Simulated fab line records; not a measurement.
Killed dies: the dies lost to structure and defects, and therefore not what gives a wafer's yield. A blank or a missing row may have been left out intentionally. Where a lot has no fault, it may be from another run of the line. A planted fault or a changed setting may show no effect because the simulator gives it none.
What tool caused it?    flow nandHarc    72 wafers from 24 lots sampled at 3 of the route's 1159 steps

WHAT THE GAUGES READ, wafer by wafer
NHARC_P_ZERO_WELL_CD_MEAS_37 targets a cd of 720 nm. Usual: cdNm reads 720.1 nm (standard deviation 1.6).
lot   measured     on        cdNm (nm)          flag
L074  day 1 16:07  cdSem-03  721.3 721.6 721.4  
L075  day 1 21:51  cdSem-03  722.2 722.3 721.7  
L076  day 2 04:08  cdSem-02  720.6 720.0 722.0  
L077  day 2 10:16  cdSem-01  720.8 717.1 719.5  
L078  day 2 16:14  cdSem-01  715.8 717.8 717.7  
L079  day 2 22:10  cdSem-03  720.0 719.2 718.8  
L080  day 3 04:09  cdSem-01  719.7 720.5 720.6  
L081  day 3 10:05  cdSem-03  718.5 722.7 720.6  
L082  day 3 16:00  cdSem-03  721.5 719.6 718.7  
L083  day 3 22:25  cdSem-02  718.9 722.2 717.3  
L084  day 4 04:13  cdSem-02  720.4 718.4 719.3  
L085  day 4 10:01  cdSem-01  717.4 719.8 718.6  
L086  day 4 16:06  cdSem-01  721.1 718.4 720.3  
L087  day 4 21:51  cdSem-03  718.1 719.8 718.8  
L088  day 5 04:02  cdSem-01  722.7 721.0 722.4  
L089  day 5 10:16  cdSem-01  720.9 722.3 721.1  
L090  day 5 16:08  cdSem-01  718.4 721.4 720.7  
L091  day 5 22:18  cdSem-02  721.4 719.8 719.3  
L092  day 6 04:13  cdSem-03  722.0 721.8 720.1  
L093  day 6 10:06  cdSem-01  719.9 720.6 718.7  
L094  day 6 16:14  cdSem-03  719.9 719.4 718.0  
L095  day 6 22:15  cdSem-02  718.6 721.8 719.2  
L096  day 7 04:13  cdSem-03  721.6 719.7 719.5  
L097  day 7 09:52  cdSem-02  718.6 719.3 719.7  

NHARC_P_GATE_CD_MEAS_46 targets a cd of 720 nm. Usual: cdNm reads 719.6 nm (standard deviation 1.9).
lot   measured      on        cdNm (nm)          flag
L074  day 5 06:11   cdSem-03  721.2 717.3 721.0  
L075  day 5 15:55   cdSem-03  717.7 720.1 717.7  
L076  day 5 19:21   cdSem-03  720.5 721.5 718.4  
L077  day 5 18:47   cdSem-02  719.1 723.0 720.7  
L078  day 6 01:25   cdSem-03  718.7 719.2 721.8  
L079  day 6 14:28   cdSem-02  723.2 719.1 720.2  
L080  day 6 15:20   cdSem-01  718.4 718.6 716.5  
L081  day 6 14:59   cdSem-01  719.5 718.9 716.1  
L082  day 7 08:35   cdSem-03  722.6 721.0 720.4  
L083  day 7 11:44   cdSem-02  718.6 718.7 718.2  
L084  day 7 16:29   cdSem-02  721.3 715.7 717.9  
L085  day 7 17:55   cdSem-01  717.0 718.6 719.7  
L086  day 8 09:46   cdSem-02  720.4 719.2 719.6  
L087  day 8 09:37   cdSem-03  719.5 719.5 721.1  
L088  day 8 09:27   cdSem-03  722.8 723.8 722.7  
L089  day 9 01:02   cdSem-01  717.6 717.1 719.5  
L090  day 9 02:02   cdSem-01  719.8 718.1 719.3  
L091  day 9 08:50   cdSem-01  719.9 722.0 714.4  
L092  day 9 18:53   cdSem-02  720.5 720.0 719.8  
L093  day 9 23:37   cdSem-03  721.9 717.6 719.3  
L094  day 10 06:40  cdSem-03  720.3 722.2 720.3  
L095  day 10 09:46  cdSem-01  719.5 723.3 719.2  
L096  day 10 16:17  cdSem-01  721.1 717.5 719.7  
L097  day 11 01:39  cdSem-03  718.9 719.7 717.4  

TOOL THAT RAN EACH LOT (tool first, then ch and the chambers of the sampled wafers, then the start)
lot   NHARC_P_STI_ETCH_15
L074  rieSi-04 ch 1,2,3, day 2 08:17
L075  rieSi-01 ch 0,1,2, day 2 17:34
L076  rieSi-04 ch 1,2, day 3 02:28
L077  rieSi-05 ch 0,1,3, day 3 02:27
L078  rieSi-01 ch 0,2,3, day 3 12:08
L079  rieSi-01 ch 2,3, day 3 17:42
L080  rieSi-05 ch 0,2,3, day 3 23:59
L081  rieSi-04 ch 0,2,3, day 4 06:40
L082  rieSi-04 ch 0,2,3, day 4 13:20
L083  rieSi-04 ch 0,1,3, day 4 17:59
L084  rieSi-05 ch 1,2,3, day 5 01:56
L085  rieSi-01 ch 0,1,3, day 5 01:59
L086  rieSi-05 ch 0,2,3, day 5 11:41
L087  rieSi-04 ch 1,2, day 5 18:31
L088  rieSi-04 ch 0,3, day 5 23:44
L089  rieSi-04 ch 0,2,3, day 6 09:16
L090  rieSi-05 ch 0,1, day 6 09:11
L091  rieSi-01 ch 0,1,3, day 6 18:19
L092  rieSi-05 ch 0,1,3, day 7 00:25
L093  rieSi-01 ch 1,2,3, day 7 05:24
L094  rieSi-04 ch 0,1,2, day 7 11:36
L095  rieSi-05 ch 0,1,3, day 7 17:44
L096  rieSi-05 ch 1,3, day 8 00:16
L097  rieSi-05 ch 1,2,3, day 8 07:02
- NHARC_P_STI_ETCH_15: etches the open film in HBr/Cl2, target depth 300 nm, time 100.1 s.

WHAT THE TOOLS THEMSELVES READ (means of the sampled wafers that have a number; where no wafer has one, the mark that the record gives instead)
NHARC_P_STI_ETCH_15. Usual: drypumpMotorCurrentA 5.7 A, standard deviation 0.44; oesProductAu 0.998 a.u., standard deviation 0.01; throttleValvePct 26.405 %, standard deviation 0.0096.
lot   tool      drypumpMotorCurrentA (A)  oesProductAu (a.u.)  throttleValvePct (%)  flag
L074  rieSi-04  5.9                       0.997                26.411                
L075  rieSi-01  5.4                       0.992                26.406                
L076  rieSi-04  5.8                       0.987                26.415                
L077  rieSi-05  5.5                       0.996                26.406                
L078  rieSi-01  5.7                       0.994                26.404                
L079  rieSi-01  5.8                       1.002                26.411                
L080  rieSi-05  5.7                       1.004                26.404                
L081  rieSi-04  6.2                       0.992                26.408                
L082  rieSi-04  6.1                       1.004                26.405                
L083  rieSi-04  6.1                       1.007                26.403                
L084  rieSi-05  5.4                       0.996                26.410                
L085  rieSi-01  5.7                       0.990                26.405                
L086  rieSi-05  5.7                       1.001                26.398                
L087  rieSi-04  5.8                       0.997                26.409                
L088  rieSi-04  6.3                       0.999                26.405                
L089  rieSi-04  6.2                       1.011                26.398                
L090  rieSi-05  5.3                       1.001                26.395                
L091  rieSi-01  5.7                       0.992                26.412                
L092  rieSi-05  5.5                       0.999                26.402                
L093  rieSi-01  5.8                       0.997                26.401                
L094  rieSi-04  5.9                       0.992                26.404                
L095  rieSi-05  5.5                       1.002                26.407                
L096  rieSi-05  5.2                       0.997                26.403                
L097  rieSi-05  5.4                       1.000                26.408                

THE ANSWER, worked out from the rows above alone
Rule: lot off if the mean of its wafers having a number is beyond 3 standard deviations from the usual mean. Also off: a lot with no number at a reading for which 4 or more lots have one. The other lots that the step has rows for count as sound. After the gauges, taken in route order, come the tools' own readings; for these a lot's mean is taken, as printed above. The first step at which some lot is off is used, and at that step the reading that is off furthest; a lot without a number counts as furthest.
Across all readings shown, no lot is off: no conclusion can be drawn from this.

WHAT HAD BEEN PUT IN BY THE SIMULATOR
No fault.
